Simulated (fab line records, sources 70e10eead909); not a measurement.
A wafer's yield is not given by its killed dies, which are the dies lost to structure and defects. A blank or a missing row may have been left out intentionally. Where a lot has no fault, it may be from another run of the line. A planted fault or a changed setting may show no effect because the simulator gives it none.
fab line records | flow nand-harc
record lots=5 wafers=15 last-day=33
route steps=1302 shown P_GATE@155 END@1302
lots that met no fault: from a run of the same line without faults
start-h: the number of hours between the record's first day and the start of the first shown wafer of the lot | wait-h: hours elapsed since this lot's preceding step | " identical to the entry in the row above | L1.1+2: a row that stands for several wafers | - either no value or no given start | * or withheld: withheld | < > ~ a bound
route shown NAME@n: NAME is a module with steps in the file, n the number in the route of the first one | usual: mean/standard deviation of fault-free wafers | same: alike in all rows | chamber/n: place in a boat | sites: the reading at each site | _std_site: the values' standard deviation | _edge_site: mean of outer sites minus mean of inner sites | radius-mm: for every site, how far away it sits from the centre of the wafer | mask NAME#n: copy n | behind: tool/chamber where the wafer was last shaped | hold: why the lot went on hold/how many hours it stayed there/how the hold came to an end | device: transistor that didn't switch, given as n, p or np | end of line: the same wafers' tests at the end of the route | a step with no rows: only its recipe | killed: not the wafer's yield, but the dies lost to structure and defects at the first sort | map: shows each die of a wafer: x if killed, . if not, _ if none is there
set.NAME: the setting the step ran with; set.NAME@STEP: the setting that earlier step ran with | model.NAME: the simulator's own value behind a step, which no gauge read
lots at some steps of the route; a table a step, a row a wafer
services: when a tool's chamber went out of use (start-h, in hours from the record's first day, below 0 if earlier), for how many hours, and the reason
## steps
# step NHARC_P_GATE_ALD_36
# recipe target-thk-a=200 pulse-time-s=60 ald-cycles=223 temp-c=400 material=SiNx
# usual heater-power-w=806/41 precursor-pulse-height-rel=0.999/0.022
# columns lot.wafer tool chamber start-h wait-h heater-power-w precursor-pulse-height-rel since-wet-clean-h
L492.1 ald-sin-02 2 110.89 - 844 1.000 163
L492.3 " 3 111.93 - 803 1.010 164
L492.6 " 1 114.01 - 885 0.986 -
L497.1 ald-sin-03 0 156.63 - 757 1.008 157
L497.4 " 1 157.68 - 833 0.969 158
L497.2 " 2 158.73 - 731 1.031 159
L511.1 ald-sin-03 3 303.14 - 800 1.012 125
L511.4 " 0 304.21 - 773 0.969 126
L511.6 " 3 307.40 - 798 0.997 -
L512.2 ald-sin-01 1 303.30 - 841 0.989 78
L512.4 " 3 305.41 - 821 1.004 80
L512.5 " 0 306.46 - 743 1.004 -
L513.3 ald-sin-02 0 317.88 - 727 1.020 14
L513.4 " 1 318.95 - 866 0.936 15
L513.1 " 3 321.09 - 819 1.027 17
# step NHARC_P_GATE_ETCHBACK_37
# recipe target-depth-a=345 time-s=17.2 chf3-flow-sccm=50 o2-flow-sccm=10 ar-flow-sccm=200 rf-w=500 bias-w=200 chemistry=CHF3/O2
# usual chf3-flow-sccm=49.98/0.15 drypump-motor-current-A=5.8/0.41 oes-product-au=0.94/0.031 rf-vpp-V=370.8/1.8 showerhead-plenum-p-Torr=2.41/0.078 throttle-valve-pct=20.573/0.0091
# columns lot.wafer tool chamber start-h wait-h chf3-flow-sccm drypump-motor-current-A oes-product-au rf-hours-counter-h rf-vpp-V showerhead-plenum-p-Torr throttle-valve-pct
L492.3 rie-diel-03 2 - - 49.92 6.2 1.01 0 368.0 2.30 20.580
L492.1 " 0 " " 50.23 5.8 0.99 0 369.1 2.33 20.577
L492.6 " 3 " " 49.95 5.7 1.00 - 370.5 2.42 20.575
L497.4 rie-diel-09 1 - - 50.15 5.3 0.99 0 370.5 2.36 20.569
L497.2 " 3 " " 50.23 5.8 1.00 0 369.6 2.38 20.580
L497.1 " 0 " " 49.95 5.9 0.99 0 373.2 2.53 20.579
L511.1 rie-diel-11 1 - - 49.75 6.0 0.95 2 372.6 2.52 20.577
L511.6 " 1 " " 49.81 6.0 0.95 - 372.5 2.52 20.565
L511.4 " 2 " " 50.01 5.6 0.94 - 371.5 2.44 20.582
L512.4 rie-diel-03 3 - - 49.90 5.8 1.00 1 371.0 2.42 20.578
L512.2 " 0 " " 50.04 5.8 0.98 1 370.7 2.33 20.561
L512.5 " 2 " " 50.13 6.2 0.99 - 367.8 2.29 20.570
L513.4 rie-diel-03 1 - - 49.68 5.7 0.92 2 369.4 2.32 20.575
L513.1 " 2 " " 49.87 6.2 0.94 2 368.5 2.29 20.572
L513.3 " 3 " " 50.09 5.7 0.96 3 371.1 2.42 20.553
# step NHARC_P_GATE_STRIP_101
# recipe time-s=20 o2-flow-sccm=500 ar-flow-sccm=0 bias-w=0 chemistry=O2
# usual drypump-motor-current-A=5.8/0.42 oes-product-au=0.998/0.0085 rf-vpp-V=57.8/0.91 showerhead-plenum-p-Torr=3.54/0.11 throttle-valve-pct=17.036/0.0089
# columns lot.wafer tool chamber start-h wait-h drypump-motor-current-A oes-product-au rf-hours-counter-h rf-vpp-V showerhead-plenum-p-Torr throttle-valve-pct
L492.1 rie-diel-03 0 119.35 0.1 5.8 0.995 0 58.5 3.43 17.024
L492.3 " 3 " " 5.7 1.005 0 57.4 3.56 17.017
L492.6 " 1 " " 5.7 1.010 - 58.2 3.41 17.022
L497.2 rie-diel-09 1 165.16 0.1 5.3 0.997 0 59.1 3.47 17.028
L497.4 " 2 " " 6.1 0.993 0 56.9 3.62 17.033
L497.1 " 3 " " 5.8 1.010 0 58.1 3.50 17.028
L511.1 rie-diel-11 1 311.75 0.1 6.0 1.003 2 57.5 3.70 17.049
L511.4 " 1 " " 6.0 1.004 - 58.1 3.70 17.033
L511.6 " 2 " " 5.6 0.985 - 56.9 3.58 17.030
L512.2 rie-diel-03 0 311.86 0.1 5.8 0.984 1 57.7 3.42 17.046
L512.4 " 2 " " 6.2 0.996 0 58.7 3.37 17.038
L512.5 " 3 " " 5.7 1.004 - 58.9 3.55 17.027
L513.3 rie-diel-03 0 327.57 0.1 5.8 0.983 3 56.5 3.42 17.032
L513.4 " 1 " " 5.8 0.989 2 57.4 3.41 17.046
L513.1 " 2 " " 6.2 1.000 2 55.5 3.37 17.037
# step NHARC_P_GATE_PRECLEAN_97
# recipe time-s=600 temp-c=120 chemistry=SPM
# step NHARC_P_GATE_SRD_98
# step NHARC_P_GATE_PRECLEAN_99
# recipe time-s=* temp-c=50 bath-age-min=0 chemistry=SC1
# step NHARC_P_GATE_SRD_100
# step NHARC_P_GATE_DEHYDRATE_38
# recipe temp-c=150 time-s=120
# step NHARC_P_GATE_HMDS_39
# recipe time-s=30
# step NHARC_P_GATE_COAT_40
# recipe spin-rpm=3000
# step NHARC_P_GATE_SOFTBAKE_41
# recipe temp-c=122 time-s=95
# step NHARC_P_GATE_EBR_42
# step NHARC_P_GATE_EXPOSE_43
# recipe na=0.6 target-cd-nm=720 dose-mj=14.81 mask-id=P_NSD
# usual focus-offset-nm=0.0/0.49
# columns lot.wafer tool chamber start-h wait-h mask focus-offset-nm
L492.1 krf-scanner-04 0 120.11 - P_NSD#0 0.5
L492.3 " 0 " " P_NSD#0 -0.5
L492.6 " 0 " " P_NSD#0 0.0
L497.1 krf-scanner-03 0 165.92 - P_NSD_R1#0 0.6
L497.2 " 0 " " P_NSD_R1#0 -0.5
L497.4 " 0 " " P_NSD_R1#0 -0.1
L511.1 krf-scanner-04 0 312.52 - P_NSD#0 0.1
L511.4 " 0 " " P_NSD#0 -0.2
L511.6 " 0 " " P_NSD#0 -0.4
L512.2 krf-scanner-03 0 312.68 - P_NSD#0 -0.2
L512.4 " 0 " " P_NSD#0 0.3
L512.5 " 0 " " P_NSD#0 -0.1
L513.1 krf-scanner-01 0 328.33 - P_NSD#0 0.0
L513.3 " 0 " " P_NSD#0 0.3
L513.4 " 0 " " P_NSD#0 -1.2
# step NHARC_P_GATE_PEB_44
# recipe peb-temp-c=118 peb-time-s=85
# step NHARC_P_GATE_DEVELOP_45
# recipe time-s=70
# step NHARC_P_GATE_CD_MEAS_46
# recipe target-cd-nm=720 landing-energy-ev=500
# usual cd-nm=719.9/1.6
# columns lot.wafer tool chamber start-h wait-h hold cd-nm
L492.1 cd-sem-03 0 120.28 - - 721.5
L492.3 " 0 " " - 720.5
L492.6 " 0 " " - 720.2
L497.1 cd-sem-03 0 166.08 - await-dispo/0.2h/release 700.6
L497.2 " 0 " " await-dispo/0.2h/release 702.0
L497.4 " 0 " " await-dispo/0.2h/release 703.1
L497.1 cd-sem-03 0 - - - 700.3
L497.2 " 0 " " - 702.5
L497.4 " 0 " " - 703.5
L511.1 cd-sem-01 0 312.67 - - 719.7
L511.4 " 0 " " - 719.1
L511.6 " 0 " " - 722.1
L512.2 cd-sem-03 0 312.84 - - 721.1
L512.4 " 0 " " - 719.9
L512.5 " 0 " " - 720.7
L513.1 cd-sem-01 0 328.49 - - 716.6
L513.3 " 0 " " - 718.3
L513.4 " 0 " " - 717.3
# step NHARC_P_GATE_DESCUM_48
# recipe time-s=3 o2-flow-sccm=200 ar-flow-sccm=0 bias-power-w=0 chemistry=O2
# usual drypump-motor-current-A=5.8/0.34 oes-product-au=0.995/0.009 rf-vpp-V=57.8/0.9 showerhead-plenum-p-Torr=1.91/0.067 throttle-valve-pct=11.311/0.0091
# same bias-power-w=0
# columns lot.wafer tool chamber start-h wait-h drypump-motor-current-A oes-product-au rf-hours-counter-h rf-vpp-V showerhead-plenum-p-Torr throttle-valve-pct model.P_GATE.cd-nm
L492.1 rie-diel-11 2 120.45 - 5.6 0.992 2 58.2 1.95 11.299 722.2
L492.3 " 0 " " 6.2 0.999 2 58.2 1.99 11.314 719.8
L492.6 " 2 " " 5.6 0.990 - 58.2 1.95 11.317 720.8
L497.2 rie-diel-09 0 173.59 - 6.0 0.995 0 58.1 2.02 11.305 701.2
L497.4 " 2 " " 6.1 1.000 0 57.9 1.96 11.294 703.3
L497.1 " 3 " " 5.8 0.995 0 58.6 1.90 11.314 700.6
L511.1 rie-diel-11 1 312.87 - 5.9 1.003 2 57.9 2.01 11.316 720.5
L511.6 " 2 " " 5.6 0.984 - 58.7 1.95 11.301 722.3
L511.4 " 0 " " 6.2 1.001 - 58.4 1.99 11.318 718.9
L512.2 rie-diel-03 3 313.02 - 5.8 1.001 1 58.2 1.93 11.305 721.1
L512.4 " 0 " " 5.8 0.972 1 57.0 1.85 11.318 719.3
L512.5 " 2 " " 6.2 0.978 - 57.1 1.82 11.317 720.4
L513.1 rie-diel-03 2 328.65 - 6.2 0.997 3 58.1 1.82 11.323 716.1
L513.3 " 3 " " 5.8 1.000 3 58.3 1.93 11.330 718.3
L513.4 " 1 " " 5.7 0.979 2 57.7 1.84 11.309 716.8
# step NHARC_P_GATE_IMPLANT_49
# recipe energy-kev=30 dose-cm2=3e+15 tilt-deg=7
# step NHARC_END_SORT_01
# recipe temp-c=25
# usual defect-limited-yield=91/3.2 killed-at-array=53/21 killed-at-other=0.8/1.1 killed-at-periphery=4.2/2.7 killed-dies=58/22 killed-open=3.4/1.9 killed-short=2.5/1.6 sort_bin_2_pct=3.1/1.4 sort_bin_3_pct=0.6/0.43 sort_bin_4_pct=4.9/1.7 sort-n-pass=619/22 sort-rim-yield-pct=96.9/1.8 sort-yield-pct=91/3.2
# same gross-dies=677 sort_bin_5_pct[%]=0 sort_bin_6_pct[%]=0 sort_bin_7_pct[%]=0 sort_bin_8_pct[%]=0 sort-rim-n-gross=106.00
# columns lot.wafer tool chamber start-h wait-h defect-limited-yield[%] killed-at-array killed-at-other killed-at-periphery killed-dies killed-open killed-short sort_bin_2_pct[%] sort_bin_3_pct[%] sort_bin_4_pct[%] sort-n-pass sort-rim-yield-pct[%] sort-yield-pct[%]
L492.1 prober-02 0 571.26 2.5 95 26 1 4 31 7 2 1.5 0.1 3.0 646 97.2 95
L492.3 prober-02 0 572.86 3.1 95 28 3 1 32 4 2 1.2 0.4 3.1 645 93.4 95
L492.6 prober-02 0 575.25 4.0 96 22 0 2 24 0 4 0.7 0.1 2.7 653 99.1 96
L511.1 prober-01 0 773.82 2.5 94 30 1 7 38 5 1 1.6 0.6 3.4 639 95.3 94
L511.4 prober-01 0 776.26 3.4 93 43 0 2 45 0 2 2.5 0 4.1 632 97.2 93
L511.6 prober-01 0 777.88 4.1 94 36 0 6 42 4 3 2.1 0.4 3.7 635 95.3 94
L512.2 prober-02 0 774.63 2.8 90 69 0 1 70 2 3 4.6 0 5.8 607 98.1 90
L512.4 prober-02 0 776.23 3.4 91 58 0 3 61 2 6 3.7 1.0 4.3 616 96.2 91
L512.5 prober-02 0 777.03 3.7 89 75 1 1 77 4 1 4.0 0.4 6.9 600 95.3 89
L513.1 prober-01 0 789.02 2.5 90 60 2 4 66 3 2 2.8 0.6 6.4 611 93.4 90
L513.3 prober-01 0 790.63 3.1 91 53 2 6 61 5 3 2.8 0.3 5.9 616 93.4 91
L513.4 prober-01 0 791.44 3.4 91 55 1 2 58 3 4 3.4 0.6 4.6 619 97.2 91
# killed by level:class
L492.1 A_CHANNEL_HOLE_D2:chamber-film-flake=5 A_CONTACT:chamber-film-flake=5 A_DECK1_JOINT:geometric-particle:open=2 A_ZERO_WELL:chamber-film-flake=2 A_CHANNEL_HOLE_D1:chamber-film-flake=2 A_SGD_CUT:chamber-film-flake=2 A_BLC:chamber-film-flake=2 P_GATE:geometric-particle:open=1
L492.3 A_CHANNEL_HOLE_D2:chamber-film-flake=6 A_SGD_CUT:chamber-film-flake=5 A_CONTACT:chamber-film-flake=4 A_ZERO_WELL:chamber-film-flake=3 A_STAIRCASE:chamber-film-flake=3 THIN_TSV:chamber-film-flake=3 P_M1:geometric-particle:open=1 A_ONON_D2:geometric-particle:short=1
L492.6 A_CHANNEL_HOLE_D2:chamber-film-flake=5 A_STAIRCASE:chamber-film-flake=3 A_SGD_CUT:chamber-film-flake=3 P_GATE:chamber-film-flake=2 A_CONTACT:chamber-film-flake=2 A_BLC:chamber-film-flake=2 A_ONON_D1:geometric-particle:short=1 A_ONON_D2:geometric-particle:short=1
L511.1 A_CHANNEL_HOLE_D1:chamber-film-flake=13 A_SLIT:chamber-film-flake=5 A_CONTACT:chamber-film-flake=4 P_GATE:chamber-film-flake=2 A_STAIRCASE:chamber-film-flake=2 P_CONTACT:geometric-particle:open=1 P_M0:geometric-particle:open=1 P_M1:geometric-particle:open=1
L512.2 A_SLIT:chamber-film-flake=33 A_CHANNEL_HOLE_D2:chamber-film-flake=17 A_CONTACT:chamber-film-flake=10 A_STAIRCASE:chamber-film-flake=5 P_M0:geometric-particle:short=1 A_SOURCE_PLATE:geometric-particle:short=1 A_ONON_D1:geometric-particle:open=1 A_CHANNEL_FILL_D1:geometric-particle:short=1
L512.4 A_CHANNEL_HOLE_D2:chamber-film-flake=21 A_SLIT:chamber-film-flake=18 A_CONTACT:chamber-film-flake=4 A_CHANNEL_FILL_D1:chamber-film-flake=3 A_STAIRCASE:chamber-film-flake=3 A_WL_FILL:chamber-film-flake=2 P_GATE:geometric-particle:short=1 P_M0:geometric-particle:short=1
L511.4 A_CHANNEL_HOLE_D1:chamber-film-flake=17 A_SLIT:chamber-film-flake=9 A_CONTACT:chamber-film-flake=6 A_CHANNEL_HOLE_D2:chamber-film-flake=4 A_ZERO_WELL:chamber-film-flake=2 A_CHANNEL_FILL_D1:chamber-film-flake=2 A_SLIT:geometric-particle:short=1 A_WL_FILL:geometric-particle:short=1
L512.5 A_SLIT:chamber-film-flake=31 A_CHANNEL_HOLE_D2:chamber-film-flake=24 A_CONTACT:chamber-film-flake=8 A_STAIRCASE:chamber-film-flake=5 A_CHANNEL_FILL_D1:geometric-particle:open=1 A_CHANNEL_HOLE_D2:geometric-particle:open=1 A_CHANNEL_HOLE_D2:geometric-particle:short=1 A_CHANNEL_FILL_D2:geometric-particle:open=1
L511.6 A_CHANNEL_HOLE_D1:chamber-film-flake=13 A_CONTACT:chamber-film-flake=7 A_WL_FILL:chamber-film-flake=5 A_CHANNEL_HOLE_D2:chamber-film-flake=3 A_SLIT:chamber-film-flake=3 P_GATE:geometric-particle:open=1 P_CONTACT:geometric-particle:short=1 P_CONTACT:geometric-particle:open=1
L513.1 A_SLIT:chamber-film-flake=38 A_CONTACT:chamber-film-flake=15 P_ZERO_WELL:chamber-film-flake=3 A_STAIRCASE:chamber-film-flake=2 A_CHANNEL_HOLE_D1:geometric-particle:open=1 A_DECK1_JOINT:geometric-particle:short=1 A_ONON_D2:geometric-particle:open=1 A_BLC:geometric-particle:short=1
L513.3 A_SLIT:chamber-film-flake=31 A_CONTACT:chamber-film-flake=13 A_CHANNEL_FILL_D2:geometric-particle:short=2 A_CHANNEL_HOLE_D1:chamber-film-flake=2 A_BLC:geometric-particle:open=2 P_GATE:chamber-film-flake=2 P_CONTACT:chamber-film-flake=2 THIN_TSV:chamber-film-flake=2
L513.4 A_SLIT:chamber-film-flake=34 A_CONTACT:chamber-film-flake=10 A_CHANNEL_FILL_D2:geometric-particle:short=2 A_CHANNEL_HOLE_D2:chamber-film-flake=2 A_STAIRCASE:chamber-film-flake=2 P_CONTACT:geometric-particle:short=1 A_CHANNEL_HOLE_D1:geometric-particle:short=1 A_CHANNEL_FILL_D1:geometric-particle:open=1
## services
# columns tool chamber start-h hours kind
rie-diel-09 1 101.30 6.2 repair
rie-diel-03 - 104.30 9.0 pm
krf-scanner-03 - 110.11 0.7 repair
rie-diel-09 3 111.73 2.7 repair
rie-diel-09 0 119.60 4.2 repair
rie-diel-09 - 143.10 9.0 pm
ald-sin-03 - 170.00 10.0 pm
krf-scanner-04 - 182.00 4.0 pm
rie-diel-11 2 191.29 28.6 repair
krf-scanner-03 - 194.53 0.7 repair
krf-scanner-03 - 224.00 4.0 pm
rie-diel-11 2 228.53 4.4 repair
rie-diel-03 0 229.96 5.7 repair
ald-sin-02 1 244.17 1.4 repair
rie-diel-11 - 255.75 9.0 pm
ald-sin-02 - 264.97 5.6 repair
rie-diel-09 3 271.37 3.9 repair
rie-diel-03 - 281.30 9.0 pm
krf-scanner-04 - 284.98 1.6 repair
ald-sin-03 3 285.02 6.0 repair
ald-sin-03 1 287.92 1.8 repair
ald-sin-02 - 296.00 10.0 pm
rie-diel-11 3 311.28 1.7 repair
rie-diel-09 - 320.10 9.0 pm
## key
first-sign step=NHARC_P_GATE_EXPOSE_43 reading=mask direction=changed
effect step=NHARC_P_GATE_CD_MEAS_46 reading=visit direction=added
effect step=NHARC_P_GATE_CD_MEAS_46 reading=cd-nm direction=down sigmas=11 usual=719.9 struck=701.9
model-effect step=NHARC_P_GATE_DESCUM_48 value=P_GATE.cd-nm without=720.6 struck=701.7
met-at NHARC_P_GATE_EXPOSE_43
struck-wafers L497.1,L497.2,L497.4
rows-end L497.1,L497.2,L497.4
fault kind=wrong-mask tool=any chamber=- onset-h=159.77 steps=NHARC_P_GATE_EXPOSE_43 aux-copy=P_NSD_R1#0 cd-offset-nm=-18.912 scope=struck-lots-only
# rows-end: these wafers met a further fault down the route, and their rows from its step on are left out
